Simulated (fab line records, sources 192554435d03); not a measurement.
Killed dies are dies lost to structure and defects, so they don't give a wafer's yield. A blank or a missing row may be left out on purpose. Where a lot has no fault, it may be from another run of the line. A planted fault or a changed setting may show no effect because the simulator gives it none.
The tool behind it: which one? -- flow n5-finfet -- 22 lots, 66 wafers sampled, at 6 steps of a route of 1938

== WHAT THE GAUGES SHOWED, per wafer ==
No reading from a measuring or inspecting step in the record can be judged against a usual standard deviation.

== WHICH TOOL RAN EACH LOT (tool, then ch and the chambers of the sampled wafers, then the start) ==
lot,N5_GATE_CUT_DESCUM_18,N5_GATE_CUT_ETCH_19,N5_GATE_CUT_VAPOR_ETCH_49,N5_GATE_CUT_ALD_22,N5_MOL_CONTACT_COAG_CONTACT_ETCH_14,N5_MOL_CONTACT_COAG_SPUTTER_143
L074,"rie-diel-01 ch 0,2,3, day 4 11:25","rie-diel-01 ch 0,2,3, day 4 11:42","rie-metal-03 ch 1, day 4 12:16","ald-sin-04 ch 0,1, day 4 12:31","rie-diel-03 ch 0,2,3, day 4 15:47","pvd-sputter-02, day 4 18:42"
L075,"rie-diel-02 ch 0,1,3, day 4 16:25","rie-diel-02 ch 0,1,3, day 4 16:42","rie-metal-01 ch 0,1, day 4 17:01","ald-sin-04 ch 0,1,3, day 4 18:02","rie-diel-05 ch 1,3, day 4 21:25","pvd-sputter-03, day 5 01:25"
L076,"rie-diel-01 ch 2,3, day 5 00:10","rie-diel-01 ch 2,3, day 5 00:28","rie-metal-01 ch 0,1, day 5 00:47","ald-sin-04 ch 0,1,2, day 5 01:01","rie-diel-03 ch 0,2, day 5 04:08","pvd-sputter-01, day 5 06:09"
L077,"rie-diel-01 ch 0,1,3, day 5 06:44","rie-diel-01 ch 0,1,3, day 5 07:01","rie-metal-03 ch 0,1, day 5 07:20","ald-sin-01 ch 1,2, day 5 07:44","rie-diel-04 ch 1,2, day 5 10:54","pvd-sputter-02, day 5 13:37"
L078,"rie-diel-02 ch 0,2,3, day 5 13:43","rie-diel-02 ch 0,2,3, day 5 14:00","rie-metal-02 ch 1, day 5 14:40","ald-sin-04 ch 2,3, day 5 15:06","rie-diel-03 ch 0,2, day 5 18:17","pvd-sputter-03, day 5 20:31"
L079,"rie-diel-06 ch 0,2,3, day 5 18:44","rie-diel-06 ch 0,2,3, day 5 19:01","rie-metal-03 ch 0,1, day 5 19:20","ald-sin-04 ch 1,2,3, day 5 19:34","rie-diel-05 ch 0,1,3, day 5 22:48","pvd-sputter-02, day 6 01:09"
L080,"rie-diel-06 ch 1,2, day 6 01:01","rie-diel-06 ch 1,2, day 6 01:19","rie-metal-03 ch 0,1, day 6 01:38","ald-sin-04 ch 1,2,3, day 6 01:52","rie-diel-05 ch 0,2, day 6 07:02","pvd-sputter-03, day 6 10:04"
L081,"rie-diel-01 ch 0,2, day 6 06:47","rie-diel-01 ch 0,2, day 6 07:04","rie-metal-02 ch 1, day 6 07:35","ald-sin-04 ch 0,2,3, day 6 07:53","rie-diel-05 ch 0,1, day 6 11:19","pvd-sputter-01, day 6 14:34"
L083,"rie-diel-06 ch 0,1,2, day 6 18:16","rie-diel-06 ch 0,1,2, day 6 18:34","rie-metal-01 ch 0,1, day 6 18:52","ald-sin-02 ch 2,3, day 6 19:07","rie-diel-05 ch 0,2, day 6 22:34","pvd-sputter-02, day 7 01:33"
L084,"rie-diel-06 ch 1,2,3, day 6 22:32","rie-diel-06 ch 1,2,3, day 6 22:49","rie-metal-01 ch 0, day 6 23:08","ald-sin-01 ch 1,2,3, day 6 23:22","rie-diel-03 ch 0,2, day 7 02:43","pvd-sputter-03, day 7 05:48"
L085,"rie-diel-01 ch 0,2,3, day 7 07:41","rie-diel-01 ch 0,2,3, day 7 07:58","rie-metal-03 ch 0,1, day 7 08:17","ald-sin-02 ch 2,3, day 7 09:28","rie-diel-03 ch 0,3, day 7 12:46","pvd-sputter-02, day 7 17:38"
L086,"rie-diel-01 ch 0,2, day 7 11:05","rie-diel-01 ch 0,2, day 7 11:22","rie-metal-03 ch 0,1, day 7 11:41","ald-sin-01 ch 1,2,3, day 7 12:26","rie-diel-05 ch 0,1,2, day 7 15:43","pvd-sputter-02, day 7 18:47"
L087,"rie-diel-06 ch 1,3, day 7 19:58","rie-diel-06 ch 1,3, day 7 20:14","rie-metal-02 ch 0,1, day 7 20:34","ald-sin-02 ch 0,2, day 7 20:48","rie-diel-04 ch 1,2,3, day 8 00:04","pvd-sputter-02, day 8 04:03"
L088,"rie-diel-06 ch 0,2, day 8 00:43","rie-diel-06 ch 0,2, day 8 00:59","rie-metal-01 ch 0,1, day 8 01:19","ald-sin-02 ch 0,2,3, day 8 01:33","rie-diel-03 ch 0,2, day 8 04:47","pvd-sputter-02, day 8 08:28"
L089,"rie-diel-02 ch 0,1, day 8 04:34","rie-diel-02 ch 0,1, day 8 04:51","rie-metal-03 ch 0,1, day 8 05:11","ald-sin-04 ch 1,2, day 8 05:25","rie-diel-04 ch 0,1,3, day 8 08:41","pvd-sputter-02, day 8 10:16"
L090,"rie-diel-02 ch 1,2,3, day 8 14:25","rie-diel-02 ch 1,2,3, day 8 14:43","rie-metal-03 ch 0,1, day 8 15:01","ald-sin-02 ch 1,3, day 8 15:30","rie-diel-03 ch 0,3, day 8 19:04","pvd-sputter-02, day 8 21:16"
L091,"rie-diel-02 ch 1,2,3, day 8 18:16","rie-diel-02 ch 1,2,3, day 8 18:33","rie-metal-01 ch 0,1, day 8 18:52","ald-sin-01 ch 0,1, day 8 19:38","rie-diel-03 ch 2,3, day 8 22:53","pvd-sputter-01, day 9 02:12"
L092,"rie-diel-02 ch 0,1,3, day 9 00:35","rie-diel-02 ch 0,1,3, day 9 00:52","rie-metal-02 ch 1, day 9 01:11","ald-sin-02 ch 1,2, day 9 01:26","rie-diel-04 ch 0,3, day 9 04:41","pvd-sputter-02, day 9 06:27"
L093,"rie-diel-02 ch 1,3, day 9 03:04","rie-diel-02 ch 1,3, day 9 03:20","rie-metal-03 ch 0,1, day 9 03:40","ald-sin-01 ch 1,2,3, day 9 03:54","rie-diel-03 ch 0,1,2, day 9 07:10","pvd-sputter-03, day 9 10:16"
L094,"rie-diel-01 ch 0,1,3, day 9 15:16","rie-diel-01 ch 0,1,3, day 9 15:33","rie-metal-02 ch 0,1, day 9 15:56","ald-sin-04 ch 0,3, day 9 16:12","rie-diel-05 ch 0,2, day 9 19:44","pvd-sputter-02, day 9 23:42"
L095,"rie-diel-06 ch 0,2,3, day 9 20:20","rie-diel-06 ch 0,2,3, day 9 20:38","rie-metal-02 ch 0, day 9 21:10","ald-sin-04 ch 0,1,3, day 9 21:46","rie-diel-03 ch 1,2, day 10 00:56","pvd-sputter-03, day 10 04:07"
L096,"rie-diel-02 ch 0,2,3, day 10 01:45","rie-diel-02 ch 0,2,3, day 10 02:02","rie-metal-01 ch 0,1, day 10 02:22","ald-sin-02 ch 1,2,3, day 10 02:35","rie-diel-04 ch 1,2,3, day 10 05:43","pvd-sputter-02, day 10 09:28"
- N5_GATE_CUT_DESCUM_18: chemistry O2, time 7 s.
- N5_GATE_CUT_ETCH_19: etches SiNx in CH3F/O2, target depth 53.7 nm, time 76.7 s.
- N5_GATE_CUT_VAPOR_ETCH_49: etches TiAlC in BCl3/Cl2.
- N5_GATE_CUT_ALD_22: deposits SiNx, target thk 16 nm, pulse time 1 s, ald cycles 320.
- N5_MOL_CONTACT_COAG_CONTACT_ETCH_14: etches SiO2 in C4F6/O2, target depth 27.5 nm, overetch 8.5 nm, time 20 s.
- N5_MOL_CONTACT_COAG_SPUTTER_143: material Co, target thk 2.5 nm.

== WHAT THE TOOLS THEMSELVES READ (means of the sampled wafers that have a number; where no wafer has one, the mark that the record gives instead) ==
N5_GATE_CUT_DESCUM_18.
lot,tool,bias-power-w (W),drypump-motor-current-A (A),oes-product-au (a.u.),rf-vpp-V (V),showerhead-plenum-p-Torr (Torr),throttle-valve-pct (%)
L074,rie-diel-01,19.98,5.6,0.81,244.3,2.14,20.40
L075,rie-diel-02,19.95,5.8,0.73,241.9,2.03,20.46
L076,rie-diel-01,20.00,5.7,0.78,242.7,2.12,20.13
L077,rie-diel-01,19.99,5.9,0.86,243.7,2.14,20.47
L078,rie-diel-02,20.05,6.0,0.70,242.8,2.08,20.62
L079,rie-diel-06,19.97,5.5,0.79,242.8,2.13,20.44
L080,rie-diel-06,20.00,5.3,0.71,244.2,2.14,20.52
L081,rie-diel-01,19.98,5.5,0.76,243.4,2.09,20.26
L083,rie-diel-06,20.02,5.5,0.70,242.8,2.11,20.53
L084,rie-diel-06,19.99,5.4,0.77,244.0,2.12,20.37
L085,rie-diel-01,19.97,5.6,0.78,244.3,2.14,20.42
L086,rie-diel-01,20.03,5.4,0.78,243.1,2.11,20.52
L087,rie-diel-06,19.94,5.5,0.83,242.8,2.11,20.23
L088,rie-diel-06,19.98,5.7,0.70,243.8,2.10,20.60
L089,rie-diel-02,20.00,5.4,0.74,242.1,2.00,20.36
L090,rie-diel-02,20.02,5.8,0.71,243.1,2.08,20.43
L091,rie-diel-02,19.98,5.8,0.72,243.2,2.08,20.42
L092,rie-diel-02,20.01,5.8,0.70,241.9,2.01,20.51
L093,rie-diel-02,20.01,5.6,0.73,242.1,2.03,20.28
L094,rie-diel-01,20.04,5.9,0.82,243.4,2.13,20.52
L095,rie-diel-06,20.10,5.5,0.85,243.4,2.12,20.39
L096,rie-diel-02,20.01,6.0,0.68,242.3,2.06,20.66

N5_GATE_CUT_ETCH_19.
lot,tool,drypump-motor-current-A (A),etch-rf-on-time-s (s),oes-product-au (a.u.),rf-vpp-V (V),showerhead-plenum-p-Torr (Torr),throttle-valve-pct (%)
L074,rie-diel-01,5.6,76.5,0.70,296,2.04,16.28
L075,rie-diel-02,5.8,77.7,0.62,292,1.94,16.43
L076,rie-diel-01,5.7,76.6,0.66,295,2.03,16.16
L077,rie-diel-01,5.9,77.9,0.73,298,2.03,16.30
L078,rie-diel-02,6.0,77.9,0.60,294,1.98,16.56
L079,rie-diel-06,5.5,76.3,0.67,297,2.03,16.35
L080,rie-diel-06,5.3,76.8,0.61,299,2.05,16.53
L081,rie-diel-01,5.5,77.0,0.65,296,2.01,16.28
L083,rie-diel-06,5.5,76.2,0.60,297,2.01,16.46
L084,rie-diel-06,5.4,75.7,0.66,299,2.04,16.34
L085,rie-diel-01,5.6,76.3,0.68,296,2.04,16.32
L086,rie-diel-01,5.5,76.4,0.66,298,2.02,16.44
L087,rie-diel-06,5.5,75.4,0.71,298,2.02,16.16
L088,rie-diel-06,5.6,77.8,0.59,295,2.00,16.52
L089,rie-diel-02,5.4,76.1,0.64,292,1.91,16.37
L090,rie-diel-02,5.8,78.1,0.60,291,1.98,16.31
L091,rie-diel-02,5.8,78.9,0.60,291,1.98,16.31
L092,rie-diel-02,5.8,78.0,0.60,293,1.93,16.50
L093,rie-diel-02,5.6,78.8,0.61,290,1.94,16.20
L094,rie-diel-01,5.9,76.7,0.71,299,2.03,16.34
L095,rie-diel-06,5.5,75.3,0.72,297,2.02,16.28
L096,rie-diel-02,6.0,78.5,0.58,294,1.97,16.61

N5_GATE_CUT_VAPOR_ETCH_49.
lot,tool,drypump-motor-current-A (A),oes-product-au (a.u.)
L074,rie-metal-03,5.3,0.79
L075,rie-metal-01,5.0,0.73
L076,rie-metal-01,5.1,0.67
L077,rie-metal-03,5.4,0.85
L078,rie-metal-02,6.1,0.60
L079,rie-metal-03,5.4,0.83
L080,rie-metal-03,5.5,0.88
L081,rie-metal-02,6.1,0.60
L083,rie-metal-01,5.1,0.71
L084,rie-metal-01,5.0,0.77
L085,rie-metal-03,5.4,0.81
L086,rie-metal-03,5.4,0.81
L087,rie-metal-02,6.1,0.71
L088,rie-metal-01,5.1,0.65
L089,rie-metal-03,5.4,0.81
L090,rie-metal-03,5.5,0.85
L091,rie-metal-01,5.0,0.70
L092,rie-metal-02,6.1,0.59
L093,rie-metal-03,5.5,0.86
L094,rie-metal-02,6.0,0.81
L095,rie-metal-02,6.0,0.90
L096,rie-metal-01,5.1,0.83

N5_GATE_CUT_ALD_22.
lot,tool,heater-power-w (W),precursor-pulse-height-rel
L074,ald-sin-04,927,1.012
L075,ald-sin-04,937,1.022
L076,ald-sin-04,892,1.018
L077,ald-sin-01,853,0.972
L078,ald-sin-04,1004,0.996
L079,ald-sin-04,985,1.005
L080,ald-sin-04,990,1.006
L081,ald-sin-04,903,0.995
L083,ald-sin-02,916,0.986
L084,ald-sin-01,866,0.987
L085,ald-sin-02,901,0.992
L086,ald-sin-01,874,1.009
L087,ald-sin-02,841,1.018
L088,ald-sin-02,864,0.999
L089,ald-sin-04,945,0.979
L090,ald-sin-02,862,0.991
L091,ald-sin-01,831,1.006
L092,ald-sin-02,774,1.008
L093,ald-sin-01,869,0.992
L094,ald-sin-04,937,0.986
L095,ald-sin-04,920,1.020
L096,ald-sin-02,842,0.978

N5_MOL_CONTACT_COAG_CONTACT_ETCH_14.
lot,tool,C4F6_flow_sccm (sccm),drypump-motor-current-A (A),oes-product-au (a.u.),rf-vpp-V (V),showerhead-plenum-p-Torr (Torr),throttle-valve-pct (%)
L074,rie-diel-03,16.00,5.7,0.61,692,2.86,21.21
L075,rie-diel-05,15.99,5.7,0.62,692,2.82,21.12
L076,rie-diel-03,15.97,5.8,0.62,693,2.90,20.96
L077,rie-diel-04,16.06,5.7,0.68,689,2.82,21.13
L078,rie-diel-03,16.04,5.8,0.61,695,2.90,20.98
L079,rie-diel-05,15.98,6.0,0.65,693,2.87,21.18
L080,rie-diel-05,16.03,5.6,0.79,698,3.06,21.06
L081,rie-diel-05,15.97,6.3,0.67,694,2.93,21.24
L083,rie-diel-05,15.99,6.1,0.73,698,3.04,21.18
L084,rie-diel-03,16.01,5.8,0.61,693,2.89,20.98
L085,rie-diel-03,16.00,5.6,0.74,693,2.88,21.13
L086,rie-diel-05,16.01,5.8,0.70,695,2.95,21.14
L087,rie-diel-04,15.99,5.8,0.64,693,2.87,21.21
L088,rie-diel-03,15.99,5.9,0.60,690,2.82,21.10
L089,rie-diel-04,16.07,6.0,0.64,695,2.94,21.48
L090,rie-diel-03,15.91,5.7,0.66,694,2.92,21.02
L091,rie-diel-03,16.03,5.6,0.72,690,2.79,21.24
L092,rie-diel-04,15.98,6.2,0.68,695,2.95,21.68
L093,rie-diel-03,16.02,5.8,0.64,692,2.86,21.10
L094,rie-diel-05,16.00,5.6,0.73,699,3.05,21.10
L095,rie-diel-03,16.00,5.8,0.63,689,2.79,21.22
L096,rie-diel-04,16.03,5.8,0.70,692,2.86,21.14

N5_MOL_CONTACT_COAG_SPUTTER_143.
lot,tool,substrate-temp-c (C),throttle-valve-pct (%)
L074,pvd-sputter-02,24.99,30.3
L075,pvd-sputter-03,24.97,30.1
L076,pvd-sputter-01,24.95,28.6
L077,pvd-sputter-02,24.94,30.1
L078,pvd-sputter-03,24.96,31.0
L079,pvd-sputter-02,24.90,30.0
L080,pvd-sputter-03,24.96,30.7
L081,pvd-sputter-01,25.01,29.3
L083,pvd-sputter-02,24.83,30.4
L084,pvd-sputter-03,25.14,30.7
L085,pvd-sputter-02,25.12,30.3
L086,pvd-sputter-02,25.00,30.6
L087,pvd-sputter-02,24.91,30.4
L088,pvd-sputter-02,25.00,30.0
L089,pvd-sputter-02,24.97,30.4
L090,pvd-sputter-02,24.91,30.7
L091,pvd-sputter-01,25.03,29.2
L092,pvd-sputter-02,24.99,30.4
L093,pvd-sputter-03,25.00,31.7
L094,pvd-sputter-02,25.01,30.5
L095,pvd-sputter-03,25.00,30.8
L096,pvd-sputter-02,24.99,30.4

== THE ANSWER, worked out from the rows above alone ==
Rule: the usual values come from the lots themselves. The widest of any qualifying gaps counts: lots, ordered by their means at a reading, are off when they make up no more than a third of the lots, leave a main group of 4 or more, and stand apart from it by 3 or more times the standard deviation of that group's means. Not used: any main group whose means are identical at the precision the tables above print for the reading. A lot without any number at a reading at which 4 lots or more have one is off too. Any other lot the step has rows for is counted as sound. The gauges are gone through in route order, then the tools' own readings, and for those a lot's mean is taken as printed above. At the first step where some lot is off, the reading lying furthest off is the one used; lots without a number count as furthest.
Nothing can be told from this: no lot is off at any reading shown.

== WHAT THE SIMULATOR HAD INSERTED ==
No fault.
